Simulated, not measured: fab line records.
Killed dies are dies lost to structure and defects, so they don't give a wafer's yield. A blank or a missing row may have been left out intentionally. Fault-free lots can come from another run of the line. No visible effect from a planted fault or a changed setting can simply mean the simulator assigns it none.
2 desks looking at one fault    flow n5-finfet    each desk holds nothing but its own numbers, with what lay behind them at the end

## THE METROLOGY DESK
What the gauges read, lot by lot, whatever tool the lot ran on: means of the sampled wafers that have a number. Any lot whose mean is over 4 standard deviations away from the usual mean is out of limits and marked OUT; that distance is given in the brackets.
Columns: A = M12_THK at N5_BEOL_M12_THK_MEAS_50, usual 317 nm
lot   first seen here  A
L656  day 11 04:02     316
L658  day 11 19:31     319
L661  day 12 10:57     318
L666  day 13 05:09     322
L667  day 14 00:19     313
L671  day 14 13:25     322
L676  day 16 09:20     314
L673  day 16 10:01     316
L677  day 16 11:52     316
L678  day 16 18:44     319
Result from this desk: across the 10 lots, nothing is out of limits.

## TOOL OWNER'S DESK, pvd-sputter-03
The tool's own readings at N5_BEOL_M12_SPUTTER_44 (material Ta, target thk 10 nm, time 16.13 s): means of the sampled wafers that have a number, for each lot that ran on this tool. Any lot whose mean is over 4 standard deviations away from the usual mean is out of limits and marked OUT; that distance is given in the brackets.
Columns: A = chamber-pressure-pa at N5_BEOL_M12_SPUTTER_44, usual 0.07002 Pa; B = throttle-valve-pct at N5_BEOL_M12_SPUTTER_44, usual 30.0 %
lot   first seen here  A        B
L658  day 11 18:10     0.07011  30.6
L661  day 12 09:18     0.07004  30.2
L671  day 14 12:25     0.06991  30.8
L676  day 16 08:24     0.07007  31.2
L673  day 16 09:05     0.06995  30.5
Result from this desk: across the 5 lots, nothing is out of limits.

## BROUGHT TOGETHER
Metrology desk: nothing out of limits seen.
The tool owner's desk saw nothing out of limits.

## WHAT HAD BEEN PUT IN BY THE SIMULATOR
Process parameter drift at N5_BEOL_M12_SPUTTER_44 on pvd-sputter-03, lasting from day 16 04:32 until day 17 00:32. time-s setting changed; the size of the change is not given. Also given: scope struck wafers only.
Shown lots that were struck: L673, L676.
